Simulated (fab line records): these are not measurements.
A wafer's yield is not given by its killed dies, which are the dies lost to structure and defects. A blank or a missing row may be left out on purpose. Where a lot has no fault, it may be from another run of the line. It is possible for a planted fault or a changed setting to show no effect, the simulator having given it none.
Chamber matching :: flow n5Finfet :: 4 sister chambers for N5_FIN_CUT_CUT_ETCH_28 on rieSi-02
The step etches Si in HBr/Cl2/O2, target depth 6 nm, time 2.4 s. 8 wafers are shown with their chamber, then 9 later ones without.

## WAFERS WITH THEIR CHAMBER
wafer: L079.2
chamber: 0
throttleValvePct (%): 37.14
drypumpMotorCurrentA (A): 6.0

wafer: L085.1
chamber: 3
throttleValvePct (%): 37.67
drypumpMotorCurrentA (A): 6.5

wafer: L085.3
chamber: 0
throttleValvePct (%): 37.14
drypumpMotorCurrentA (A): 6.1

wafer: L085.5
chamber: 2
throttleValvePct (%): 37.06
drypumpMotorCurrentA (A): 6.6

wafer: L085.6
chamber: 1
throttleValvePct (%): 37.03
drypumpMotorCurrentA (A): 5.5

wafer: L086.1
chamber: 2
throttleValvePct (%): 37.06
drypumpMotorCurrentA (A): 6.6

wafer: L086.3
chamber: 1
throttleValvePct (%): 37.04
drypumpMotorCurrentA (A): 5.5

wafer: L086.4
chamber: 3
throttleValvePct (%): 37.65
drypumpMotorCurrentA (A): 6.5

## WAFERS WHOSE CHAMBER IS MISSING
wafer: L089.2
throttleValvePct (%): 37.15
drypumpMotorCurrentA (A): 6.0

wafer: L089.3
throttleValvePct (%): 37.02
drypumpMotorCurrentA (A): 5.5

wafer: L089.4
throttleValvePct (%): 37.65
drypumpMotorCurrentA (A): 6.4

wafer: L091.2
throttleValvePct (%): 37.02
drypumpMotorCurrentA (A): 5.5

wafer: L091.5
throttleValvePct (%): 37.06
drypumpMotorCurrentA (A): 6.6

wafer: L091.6
throttleValvePct (%): 37.65
drypumpMotorCurrentA (A): 6.4

wafer: L097.2
throttleValvePct (%): 37.13
drypumpMotorCurrentA (A): 6.1

wafer: L097.3
throttleValvePct (%): 37.06
drypumpMotorCurrentA (A): 6.7

wafer: L097.5
throttleValvePct (%): 37.14
drypumpMotorCurrentA (A): 6.0

## WHICH CHAMBER EACH WENT THROUGH
wafer: L089.2
from the rows above: 0
in truth: 0

wafer: L089.3
from the rows above: 1
in truth: 1

wafer: L089.4
from the rows above: 3
in truth: 3

wafer: L091.2
from the rows above: 1
in truth: 1

wafer: L091.5
from the rows above: 2
in truth: 2

wafer: L091.6
from the rows above: 3
in truth: 3

wafer: L097.2
from the rows above: 0
in truth: 0

wafer: L097.3
from the rows above: 2
in truth: 2

wafer: L097.5
from the rows above: 0
in truth: 0
Correctly placed: 9 of 9. From these rows, 0 cannot be placed. 0 placed wrongly.
How it was worked out, from the rows above alone: a wafer's distance from a chamber is the root of the sum, over the readings, of the square of ((its reading less the chamber's mean) divided by the reading's scatter). The wafer belongs to the nearest chamber; if the next one is less than 2 further off, it can't be placed. Each chamber's mean is taken over the wafers shown for it. The scatter is the square root of a quotient: the sum, over the shown wafers, of each reading's squared deviation from its chamber's mean, divided by wafers minus chambers.
